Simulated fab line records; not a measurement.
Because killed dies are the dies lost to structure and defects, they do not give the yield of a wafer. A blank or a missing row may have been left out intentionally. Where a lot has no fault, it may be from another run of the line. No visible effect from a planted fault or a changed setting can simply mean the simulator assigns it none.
The tool behind it: which one? || flow n5_finfet || 10 lots with 30 wafers sampled at 5 steps, on a route of 1938 steps

== WHAT EACH GAUGE READ, for each wafer ==
N5_WELL_APT_INSPECT_27: inspects for defects (macro).
{"lot": "L667", "measured": "day 1 14:44", "on": "defect_inspect-02", "raw_defect_count": "0 1 3"}
{"lot": "L669", "measured": "day 2 03:01", "on": "defect_inspect-02", "raw_defect_count": "3 1 4"}
{"lot": "L672", "measured": "day 2 21:40", "on": "defect_inspect-02", "raw_defect_count": "2 2 8"}
{"lot": "L673", "measured": "day 3 03:36", "on": "defect_inspect-02", "raw_defect_count": "3 1 5"}
{"lot": "L678", "measured": "day 4 08:53", "on": "defect_inspect-01", "raw_defect_count": "2 3 2"}
{"lot": "L681", "measured": "day 5 03:17", "on": "defect_inspect-02", "raw_defect_count": "5 2 4"}
{"lot": "L687", "measured": "day 6 15:10", "on": "defect_inspect-02", "raw_defect_count": "3 1 0"}
{"lot": "L688", "measured": "day 6 21:06", "on": "defect_inspect-02", "raw_defect_count": "1 2 2"}
{"lot": "L689", "measured": "day 7 02:52", "on": "defect_inspect-01", "raw_defect_count": "1 1 1"}
{"lot": "L690", "measured": "day 7 08:45", "on": "defect_inspect-01", "raw_defect_count": "1 3 5"}

N5_PMOS_HMC_CHANNEL_EPI_CD_MEAS_09 targets a cd of 237.4 nm.
{"lot": "L667", "measured": "day 1 16:54", "on": "cd_sem-02", "cd_nm (nm)": "235.3 236.9 236.6"}
{"lot": "L669", "measured": "day 2 05:02", "on": "cd_sem-02", "cd_nm (nm)": "237.9 236.1 237.6"}
{"lot": "L672", "measured": "day 3 00:01", "on": "cd_sem-02", "cd_nm (nm)": "235.8 236.7 238.1"}
{"lot": "L673", "measured": "day 3 05:44", "on": "cd_sem-01", "cd_nm (nm)": "235.8 237.6 236.5"}
{"lot": "L678", "measured": "day 4 11:03", "on": "cd_sem-01", "cd_nm (nm)": "235.4 235.4 235.0"}
{"lot": "L681", "measured": "day 5 05:25", "on": "cd_sem-02", "cd_nm (nm)": "236.8 237.3 237.3"}
{"lot": "L687", "measured": "day 6 17:17", "on": "cd_sem-02", "cd_nm (nm)": "236.5 237.1 238.0"}
{"lot": "L688", "measured": "day 6 23:31", "on": "cd_sem-02", "cd_nm (nm)": "235.8 237.4 236.9"}
{"lot": "L689", "measured": "day 7 04:52", "on": "cd_sem-02", "cd_nm (nm)": "235.6 234.9 234.6"}
{"lot": "L690", "measured": "day 7 11:14", "on": "cd_sem-02", "cd_nm (nm)": "236.3 236.0 236.4"}

N5_PMOS_HMC_CHANNEL_EPI_OVL_MEAS_10.
{"lot": "L667", "measured": "day 1 16:56", "on": "overlay-02", "PMOS_HMC_BLK_OVL (nm)": "-0.5 -0.1 -0.4"}
{"lot": "L669", "measured": "day 2 05:04", "on": "overlay-02", "PMOS_HMC_BLK_OVL (nm)": "0.3 0.2 1.0"}
{"lot": "L672", "measured": "day 3 00:02", "on": "overlay-02", "PMOS_HMC_BLK_OVL (nm)": "0.5 1.2 0.4"}
{"lot": "L673", "measured": "day 3 05:46", "on": "overlay-01", "PMOS_HMC_BLK_OVL (nm)": "0.1 1.0 0.4"}
{"lot": "L678", "measured": "day 4 11:05", "on": "overlay-01", "PMOS_HMC_BLK_OVL (nm)": "0.1 0.2 0.2"}
{"lot": "L681", "measured": "day 5 05:26", "on": "overlay-01", "PMOS_HMC_BLK_OVL (nm)": "-1.5 -2.2 -1.9"}
{"lot": "L687", "measured": "day 6 17:19", "on": "overlay-02", "PMOS_HMC_BLK_OVL (nm)": "0.0 -0.9 -0.5"}
{"lot": "L688", "measured": "day 6 23:33", "on": "overlay-02", "PMOS_HMC_BLK_OVL (nm)": "-0.9 -0.1 -0.4"}
{"lot": "L689", "measured": "day 7 04:54", "on": "overlay-02", "PMOS_HMC_BLK_OVL (nm)": "0.7 1.7 1.3"}
{"lot": "L690", "measured": "day 7 11:16", "on": "overlay-02", "PMOS_HMC_BLK_OVL (nm)": "0.0 0.3 0.5"}

N5_BEOL_M4_RC_MEAS_101.
{"lot": "L667", "measured": "day 8 22:50", "on": "prober-01", "DIBL_N (mV/V)": "38.0 36.5 37.5", "DIBL_P (mV/V)": "39.7 37.5 39.1", "IOFF_N (nA/um)": "0.19 0.16 0.18", "IOFF_P (nA/um)": "0.24 0.20 0.23", "ION_N (uA/um)": "682 676 678", "ION_P (uA/um)": "462 460 458", "SS_N (mV/dec)": "72.3 71.0 71.5", "SS_P (mV/dec)": "73.6 73.5 74.0", "VT_N (mV)": "247 250 248", "VT_P (mV)": "-250 -252 -251"}
{"lot": "L669", "measured": "day 9 03:59", "on": "prober-02", "DIBL_N (mV/V)": "36.8 36.4 38.0", "DIBL_P (mV/V)": "37.0 36.0 38.4", "IOFF_N (nA/um)": "0.15 0.14 0.18", "IOFF_P (nA/um)": "0.20 0.18 0.21", "ION_N (uA/um)": "660 666 667", "ION_P (uA/um)": "460 460 457", "SS_N (mV/dec)": "72.2 71.8 72.5", "SS_P (mV/dec)": "73.1 73.5 73.6", "VT_N (mV)": "252 253 251", "VT_P (mV)": "-253 -255 -253"}
{"lot": "L672", "measured": "day 9 12:34", "on": "prober-01", "DIBL_N (mV/V)": "37.7 34.6 35.9", "DIBL_P (mV/V)": "38.4 34.7 35.1", "IOFF_N (nA/um)": "0.17 0.13 0.14", "IOFF_P (nA/um)": "0.21 0.16 0.17", "ION_N (uA/um)": "670 671 655", "ION_P (uA/um)": "455 456 447", "SS_N (mV/dec)": "72.2 71.1 71.1", "SS_P (mV/dec)": "73.5 72.0 73.6", "VT_N (mV)": "251 252 252", "VT_P (mV)": "-253 -255 -254"}
{"lot": "L673", "measured": "day 10 17:13", "on": "prober-01", "DIBL_N (mV/V)": "35.5 36.9 39.9", "DIBL_P (mV/V)": "35.9 37.3 40.9", "IOFF_N (nA/um)": "0.15 0.17 0.24", "IOFF_P (nA/um)": "0.21 0.22 0.27", "ION_N (uA/um)": "669 669 687", "ION_P (uA/um)": "461 460 463", "SS_N (mV/dec)": "71.5 72.1 73.2", "SS_P (mV/dec)": "72.5 73.8 74.7", "VT_N (mV)": "248 250 244", "VT_P (mV)": "-252 -252 -250"}
{"lot": "L678", "measured": "day 10 21:02", "on": "prober-02", "DIBL_N (mV/V)": "37.4 36.3 37.2", "DIBL_P (mV/V)": "38.1 37.3 36.4", "IOFF_N (nA/um)": "0.18 0.16 0.16", "IOFF_P (nA/um)": "0.23 0.23 0.21", "ION_N (uA/um)": "675 687 689", "ION_P (uA/um)": "459 471 470", "SS_N (mV/dec)": "71.5 71.8 71.9", "SS_P (mV/dec)": "74.1 73.4 73.1", "VT_N (mV)": "248 249 248", "VT_P (mV)": "-251 -250 -250"}
{"lot": "L681", "measured": "day 12 16:13", "on": "prober-01", "DIBL_N (mV/V)": "36.7 35.1 37.1", "DIBL_P (mV/V)": "38.6 35.9 38.7", "IOFF_N (nA/um)": "0.16 0.14 0.19", "IOFF_P (nA/um)": "0.23 0.18 0.23", "ION_N (uA/um)": "667 662 691", "ION_P (uA/um)": "458 453 466", "SS_N (mV/dec)": "71.5 72.0 71.7", "SS_P (mV/dec)": "74.3 74.2 74.5", "VT_N (mV)": "250 252 245", "VT_P (mV)": "-251 -257 -253"}
{"lot": "L687", "measured": "day 13 12:33", "on": "prober-01", "DIBL_N (mV/V)": "35.7 36.7 32.1", "DIBL_P (mV/V)": "34.9 36.2 30.0", "IOFF_N (nA/um)": "0.15 0.17 0.10", "IOFF_P (nA/um)": "0.19 0.22 0.14", "ION_N (uA/um)": "678 687 663", "ION_P (uA/um)": "462 465 456", "SS_N (mV/dec)": "71.4 71.0 70.7", "SS_P (mV/dec)": "73.1 73.8 72.4", "VT_N (mV)": "251 250 256", "VT_P (mV)": "-249 -249 -255"}
{"lot": "L688", "measured": "day 13 14:30", "on": "prober-02", "DIBL_N (mV/V)": "38.1 39.6 37.0", "DIBL_P (mV/V)": "36.4 38.5 35.7", "IOFF_N (nA/um)": "0.17 0.20 0.15", "IOFF_P (nA/um)": "0.25 0.29 0.23", "ION_N (uA/um)": "688 672 683", "ION_P (uA/um)": "472 463 470", "SS_N (mV/dec)": "71.3 72.4 70.7", "SS_P (mV/dec)": "73.9 73.2 73.3", "VT_N (mV)": "247 250 249", "VT_P (mV)": "-248 -247 -248"}
{"lot": "L689", "measured": "day 14 18:44", "on": "prober-02", "DIBL_N (mV/V)": "37.6 36.9 36.6", "DIBL_P (mV/V)": "38.4 37.5 37.7", "IOFF_N (nA/um)": "0.18 0.16 0.16", "IOFF_P (nA/um)": "0.24 0.22 0.23", "ION_N (uA/um)": "684 671 676", "ION_P (uA/um)": "467 460 469", "SS_N (mV/dec)": "72.0 71.8 71.8", "SS_P (mV/dec)": "72.7 73.1 73.9", "VT_N (mV)": "248 249 249", "VT_P (mV)": "-250 -254 -251"}
{"lot": "L690", "measured": "day 15 19:44", "on": "prober-01", "DIBL_N (mV/V)": "36.6 36.8 35.9", "DIBL_P (mV/V)": "36.4 35.9 35.0", "IOFF_N (nA/um)": "0.15 0.16 0.14", "IOFF_P (nA/um)": "0.19 0.20 0.18", "ION_N (uA/um)": "669 682 670", "ION_P (uA/um)": "454 464 455", "SS_N (mV/dec)": "71.8 71.9 71.6", "SS_P (mV/dec)": "72.8 73.6 73.4", "VT_N (mV)": "251 248 251", "VT_P (mV)": "-252 -253 -254"}

== TOOL THAT RAN EACH LOT (tool first, then ch and the chambers of the sampled wafers, then the start) ==
{"lot": "L667", "N5_WELL_APT_RTA_34": "rtp_anneal-01 ch 0, day 1 15:38"}
{"lot": "L669", "N5_WELL_APT_RTA_34": "rtp_anneal-02 ch 0, day 2 03:50"}
{"lot": "L672", "N5_WELL_APT_RTA_34": "rtp_anneal-01 ch 0, day 2 22:49"}
{"lot": "L673", "N5_WELL_APT_RTA_34": "rtp_anneal-01 ch 0, day 3 04:24"}
{"lot": "L678", "N5_WELL_APT_RTA_34": "rtp_anneal-02 ch 0, day 4 09:44"}
{"lot": "L681", "N5_WELL_APT_RTA_34": "rtp_anneal-01 ch 0, day 5 04:05"}
{"lot": "L687", "N5_WELL_APT_RTA_34": "rtp_anneal-01 ch 0, day 6 15:58"}
{"lot": "L688", "N5_WELL_APT_RTA_34": "rtp_anneal-01 ch 0, day 6 22:20"}
{"lot": "L689", "N5_WELL_APT_RTA_34": "rtp_anneal-02 ch 0, day 7 03:41"}
{"lot": "L690", "N5_WELL_APT_RTA_34": "rtp_anneal-02 ch 0, day 7 09:55"}
- N5_WELL_APT_RTA_34: time 10 s.

== AS READ BY THE TOOLS THEMSELVES (means over the sampled wafers that have a number; for cases with no such wafer, the mark the record gives instead) ==
N5_WELL_APT_RTA_34.
{"lot": "L667", "tool": "rtp_anneal-01", "lamp_power_pct (%)": 13.00, "lamp_zone_1_pct (%)": 12.98, "lamp_zone_2_pct (%)": 12.971, "lamp_zone_3_pct (%)": 12.973, "lamp_zone_4_pct (%)": 12.996, "lamp_zone_5_pct (%)": 13.002, "lamp_zone_6_pct (%)": 12.90, "lamp_zone_7_pct (%)": 13.450, "wafer_temp_C_max": 1004.2}
{"lot": "L669", "tool": "rtp_anneal-02", "lamp_power_pct (%)": 13.07, "lamp_zone_1_pct (%)": 13.02, "lamp_zone_2_pct (%)": 12.985, "lamp_zone_3_pct (%)": 12.973, "lamp_zone_4_pct (%)": 12.981, "lamp_zone_5_pct (%)": 12.984, "lamp_zone_6_pct (%)": 12.93, "lamp_zone_7_pct (%)": 13.393, "wafer_temp_C_max": 1003.3}
{"lot": "L672", "tool": "rtp_anneal-01", "lamp_power_pct (%)": 13.03, "lamp_zone_1_pct (%)": 13.00, "lamp_zone_2_pct (%)": 12.993, "lamp_zone_3_pct (%)": 13.004, "lamp_zone_4_pct (%)": 12.979, "lamp_zone_5_pct (%)": 13.010, "lamp_zone_6_pct (%)": 12.93, "lamp_zone_7_pct (%)": 13.403, "wafer_temp_C_max": 1002.2}
{"lot": "L673", "tool": "rtp_anneal-01", "lamp_power_pct (%)": 13.04, "lamp_zone_1_pct (%)": 12.99, "lamp_zone_2_pct (%)": 12.959, "lamp_zone_3_pct (%)": 13.009, "lamp_zone_4_pct (%)": 12.976, "lamp_zone_5_pct (%)": 12.990, "lamp_zone_6_pct (%)": 12.92, "lamp_zone_7_pct (%)": 13.433, "wafer_temp_C_max": 1003.0}
{"lot": "L678", "tool": "rtp_anneal-02", "lamp_power_pct (%)": 13.03, "lamp_zone_1_pct (%)": 13.00, "lamp_zone_2_pct (%)": 13.007, "lamp_zone_3_pct (%)": 12.975, "lamp_zone_4_pct (%)": 12.985, "lamp_zone_5_pct (%)": 12.954, "lamp_zone_6_pct (%)": 12.93, "lamp_zone_7_pct (%)": 13.411, "wafer_temp_C_max": 1001.6}
{"lot": "L681", "tool": "rtp_anneal-01", "lamp_power_pct (%)": 12.95, "lamp_zone_1_pct (%)": 13.00, "lamp_zone_2_pct (%)": 12.995, "lamp_zone_3_pct (%)": 13.023, "lamp_zone_4_pct (%)": 12.995, "lamp_zone_5_pct (%)": 13.015, "lamp_zone_6_pct (%)": 12.91, "lamp_zone_7_pct (%)": 13.424, "wafer_temp_C_max": 1003.8}
{"lot": "L687", "tool": "rtp_anneal-01", "lamp_power_pct (%)": 14.10, "lamp_zone_1_pct (%)": 14.11, "lamp_zone_2_pct (%)": 14.089, "lamp_zone_3_pct (%)": 14.105, "lamp_zone_4_pct (%)": 14.070, "lamp_zone_5_pct (%)": 14.120, "lamp_zone_6_pct (%)": 14.01, "lamp_zone_7_pct (%)": 14.561, "wafer_temp_C_max": 1004.7}
{"lot": "L688", "tool": "rtp_anneal-01", "lamp_power_pct (%)": 14.11, "lamp_zone_1_pct (%)": 14.12, "lamp_zone_2_pct (%)": 14.092, "lamp_zone_3_pct (%)": 14.097, "lamp_zone_4_pct (%)": 14.118, "lamp_zone_5_pct (%)": 14.084, "lamp_zone_6_pct (%)": 14.00, "lamp_zone_7_pct (%)": 14.544, "wafer_temp_C_max": 1003.3}
{"lot": "L689", "tool": "rtp_anneal-02", "lamp_power_pct (%)": 12.96, "lamp_zone_1_pct (%)": 12.94, "lamp_zone_2_pct (%)": 12.979, "lamp_zone_3_pct (%)": 13.014, "lamp_zone_4_pct (%)": 13.003, "lamp_zone_5_pct (%)": 13.000, "lamp_zone_6_pct (%)": 12.93, "lamp_zone_7_pct (%)": 13.421, "wafer_temp_C_max": 1002.9}
{"lot": "L690", "tool": "rtp_anneal-02", "lamp_power_pct (%)": 12.99, "lamp_zone_1_pct (%)": 12.94, "lamp_zone_2_pct (%)": 13.001, "lamp_zone_3_pct (%)": 12.989, "lamp_zone_4_pct (%)": 12.983, "lamp_zone_5_pct (%)": 13.056, "lamp_zone_6_pct (%)": 12.90, "lamp_zone_7_pct (%)": 13.429, "wafer_temp_C_max": 1002.4}

== THE ANSWER, worked out from the rows above alone ==
Rule: usual is defined by the lots themselves. The widest of any qualifying gaps counts: lots, ordered by their means at a reading, are off when they make up no more than a third of the lots, leave a main group of 4 or more, and stand apart from it by 3 or more times the standard deviation of that group's means. A main group is skipped when, at the precision printed for the reading in the tables above, its means are all equal. A lot without any number at a reading at which 4 lots or more have one is off too. Any other lot the step has rows for is counted as sound. The gauges are gone through in route order, then the tools' own readings, and for those a lot's mean is taken as printed above. At the first step where some lot is off, the reading lying furthest off is the one used; lots without a number count as furthest.
Off at N5_WELL_APT_RTA_34 (lamp_zone_4_pct): L687, L688. Main group: mean 12.987 %, sd 0.009.
A tool fits if, at that step or a process step before it, it ran every lot that is off, and no sound lot after the first of them. One fits: N5_WELL_APT_RTA_34 on rtp_anneal-01. Its last sound lot is L681 (day 5 04:05), its first lot that is off L687 (day 6 15:58): a fault that began between those two fits.
The tool's own readings at N5_WELL_APT_RTA_34 bear it out: on the lots that are off they differ by more than 5 times the standard deviation of the sound lots' means. lamp_power_pct reads 14.11 % there against 13.01 % on the sound lots; lamp_zone_1_pct reads 14.11 % there against 12.98 % on the sound lots; lamp_zone_2_pct reads 14.091 % there against 12.986 % on the sound lots; lamp_zone_3_pct reads 14.101 % there against 12.995 % on the sound lots; lamp_zone_4_pct reads 14.094 % there against 12.987 % on the sound lots; lamp_zone_5_pct reads 14.102 % there against 13.001 % on the sound lots; lamp_zone_6_pct reads 14.00 % there against 12.92 % on the sound lots; lamp_zone_7_pct reads 14.553 % there against 13.421 % on the sound lots.

== WHAT THE SIMULATOR PUT IN ==
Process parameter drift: rtp_anneal-01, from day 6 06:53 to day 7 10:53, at N5_WELL_APT_RTA_34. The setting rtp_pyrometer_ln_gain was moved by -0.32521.
Struck lots among those shown: L687, L688. This agrees with what the rule above found.
